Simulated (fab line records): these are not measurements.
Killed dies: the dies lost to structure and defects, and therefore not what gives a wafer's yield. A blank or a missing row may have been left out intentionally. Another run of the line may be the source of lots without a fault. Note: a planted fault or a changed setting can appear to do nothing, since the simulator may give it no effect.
Struck lot and sound lot, side by side    flow n5 finfet    16 out of 1938 route steps
Sound: these wafers, L486.1, L486.3, L486.5. Wafers struck: L492.1, L492.2, L492.4. At the end, the cause is stated.
For every step that has rows: the tool of each side, followed by ch and its chambers, followed by its first start. Under that, the readings that differ: sound wafers    struck wafers    difference of the means    sigmas: that difference in standard deviations of wafers without a fault.
alike: readings with means less than 2 such deviations apart, plus words and numbers identical on both sides. not compared: withheld readings, readings lacking a value on some wafer, bounds such as >300 that could conceal the same value, and numbers that have no deviation in the record and whose values overlap.
The two part at a step that has a row with sigmas, a row that says differs or no value, or rows on one side only. Non-overlapping numbers with no deviation appear without sigmas and do not part them. Lack of a reading on every wafer of one side parts them only where that side has two or more wafers.

N5_BEOL_M4_ETCH_41: etches SiCN in CH3F/O2, target depth 29.9 nm, time 52.5 s.
  sound on rie diel-04 ch 1,2; struck on rie diel-05 ch 1,2,3
  alike: O2_flow_sccm, drypump motor current A, oes product au, rf vpp V, showerhead plenum p Torr, throttle valve pct
  not compared: rf hours counter h
N5_BEOL_M4_STRIP_97: strips in N2/H2, time 10 s.
  sound on rie diel-04 ch 1,2; struck on rie diel-05 ch 1,2,3
  alike: drypump motor current A, h2 flow sccm, oes product au, rf vpp V, showerhead plenum p Torr, throttle valve pct
  not compared: rf hours counter h
N5_BEOL_M4_OCD_MEAS_38:
  sound on ocd-02 at day 9 22:14; struck on ocd-01 at day 10 16:16
  alike: trench depth nm
then, 4 steps without rows for these wafers: N5_BEOL_M4_HM_STRIP_39 (strips TiN in peroxide tin strip, target depth 25 nm, time 158 s); N5_BEOL_M4_SRD_40 (time 30 s); N5_BEOL_M4_PRECLEAN_42 (cleans in residue remover, time 60 s); N5_BEOL_M4_SRD_43 (time 30 s).
N5_BEOL_M4_CD_MEAS_35: target cd 18 nm, target cd y 22.4 nm.
  sound on cd sem-03 at day 9 22:23; struck on cd sem-02 at day 10 16:26
  alike: cd nm
N5_BEOL_M4_DEGAS_44: time 60 s.
  sound on pvd sputter-03 at day 9 22:37; struck on pvd sputter-03 at day 10 17:04
  alike: heater power w
then, 1 step without rows for these wafers: N5_BEOL_M4_PRE_CLEAN_45 (time 30 s).
N5_BEOL_M4_ALD_84: deposits TaN, pulse time 2 s, purge time 3 s, co reactant purge time 2 s.
  sound on ald metal-03 ch 1,2,3, day 9 22:46; struck on ald metal-03 ch 0,1,3, day 10 17:11
  alike: heater power w
following that, these wafers have no rows for 1 step: N5_BEOL_M4_SURFACE_TREAT_85.
N5_BEOL_M4_CVD_47: deposits Co from CCTBA/H2, target thk 3 nm, time 223.8 s.
  sound on cvd co-02 ch 0,1,2, day 9 23:04; struck on cvd co-02 ch 1,2, day 10 17:43
reading           sound              struck             difference  sigmas
run length s (s)  246.0 247.0 247.2  137.4 137.8 137.8  -109.1      -99 or more
N5_BEOL_M4_SPUTTER_48: material Cu, target thk 4.5 nm, time 8.29 s.
  sound on pvd sputter-03 at day 9 23:20; struck on pvd sputter-01 at day 10 19:36
  alike: throttle valve pct
N5_BEOL_M4_RC_MEAS_101:
  sound on prober-02 ch 0, day 10 02:13; struck on prober-01 ch 0, day 10 22:28
  alike: DIBL_N, DIBL_P, IOFF_N, IOFF_P, ION_N, ION_P, SS_N, SS_P, VT_N, VT_P
-- the record jumps here: 6 days lie between the struck wafers' starts before and after (it left off in module BEOL_M4 and takes up again in module PASSIVATION, whose first step shown is number 1936 of the route) --
N5_PASSIVATION_PROBE_49:
  sound on prober-01 at day 15 11:37; struck on prober-02 at day 16 11:22
  alike: defect limited yield, killed_at_M0_to_M3, killed_at_M4_up, killed at contacts, killed at front end, killed at other, killed dies, killed open, killed short, sort_bin_5_function, sort_bin_6_memory, sort_bin_8_speed, sort n pass

== WHERE THEY PART ==
N5_BEOL_M4_CVD_47 only, going by this record. Later steps at which nothing parts them and some readings are alike: N5_BEOL_M4_SPUTTER_48, N5_BEOL_M4_RC_MEAS_101, N5_PASSIVATION_PROBE_49.

WHY: what the simulator had put in
Drift in process parameters on cvd co-02 at N5_BEOL_M4_CVD_47, starting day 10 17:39. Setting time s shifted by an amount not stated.
